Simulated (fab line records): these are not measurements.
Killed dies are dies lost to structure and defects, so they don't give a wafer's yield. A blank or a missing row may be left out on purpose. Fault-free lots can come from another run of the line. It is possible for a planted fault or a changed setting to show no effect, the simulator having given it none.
Comparing a struck lot with a sound one | flow nand-harc | 13 steps out of a route of 1302
Sound: wafers L523.1, L523.4, L523.6. Wafers L521.1, L521.2, L521.3 were the ones struck. The cause is named last.
Per side, at each step with rows, come the tool, then ch with its chambers, and then its first start. Under that, the readings that differ: sound wafers | struck wafers | difference of the means | sigmas: that difference in standard deviations of wafers without a fault.
alike: readings whose means differ by less than 2 such deviations, and words and numbers that are the same on both sides. not compared: withheld readings, readings that some wafer has no value for, bounds like >300 that may hide the same value, and numbers for which the record gives no deviation and whose values overlap.
Wherever a step has rows on one side only, a row that says differs or no value, or a row with sigmas, the two part there. Numbers that have no deviation but don't overlap get no sigmas and don't part them. A reading missing from all wafers of one side parts the sides only when that side holds two or more wafers.

NHARC_A_ONON_D2_THK_MEAS_34: measures by ellipsometry.
  sound: film-metro-01 at day 19 01:56; struck: film-metro-01 at day 18 03:05
  alike: thk-nm
NHARC_A_ONON_D2_INSPECT_32:
  sound: defect-inspect-01 at day 19 02:02; struck: defect-inspect-02 at day 18 03:10
  reading          | sound       | struck      | difference | sigmas
  raw-defect-count | 644 720 404 | 250 334 240 | -315       | -2
NHARC_A_CHANNEL_HOLE_D2_DEP_00: deposits aC, target thk 3100 nm.
  sound on acl-dep-01 ch 0, day 19 06:05; struck on acl-dep-01 ch 0, day 18 03:56
  alike: throttle-valve-pct
NHARC_A_CHANNEL_HOLE_D2_DEP_01: deposits SiON, target thk 140 nm.
  sound on pecvd-03 ch 0,2, day 19 08:03; struck on pecvd-01 ch 0,1,2, day 18 05:50
  alike: heater-power-w, showerhead-vpp-V
then, 7 steps without rows for these wafers: NHARC_A_CHANNEL_HOLE_D2_DEHYDRATE_02 (time 120 s); NHARC_A_CHANNEL_HOLE_D2_HMDS_03 (time 30 s); NHARC_A_CHANNEL_HOLE_D2_COAT_36 (time 75 s); NHARC_A_CHANNEL_HOLE_D2_COAT_37 (time 65 s); NHARC_A_CHANNEL_HOLE_D2_COAT_04 (resist thk 90 nm); NHARC_A_CHANNEL_HOLE_D2_SOFTBAKE_05 (time 55 s); NHARC_A_CHANNEL_HOLE_D2_EBR_06.
NHARC_A_CHANNEL_HOLE_D2_EXPOSE_07: exposes mask HOLE D2, target cd 100 nm.
  struck on arfi-scanner-03, day 18 06:30; sound on arfi-scanner-01 ch 0, day 19 08:36
  no value came back on the struck wafers for exposure-dose-mJ-cm2, focus-offset-nm (nm), sigma-outer, stage-vel-mm-s (mm/s); on the sound wafers exposure-dose-mJ-cm2 reads 59.64 59.57 59.64
  alike: mask
then, 1 step without rows for these wafers: NHARC_A_CHANNEL_HOLE_D2_PEB_08 (peb time 65 s).

## WHERE THEY PART
Earliest at NHARC_A_ONON_D2_INSPECT_32; latest, in this record, at NHARC_A_CHANNEL_HOLE_D2_EXPOSE_07.

WHY: what had been put in by the simulator
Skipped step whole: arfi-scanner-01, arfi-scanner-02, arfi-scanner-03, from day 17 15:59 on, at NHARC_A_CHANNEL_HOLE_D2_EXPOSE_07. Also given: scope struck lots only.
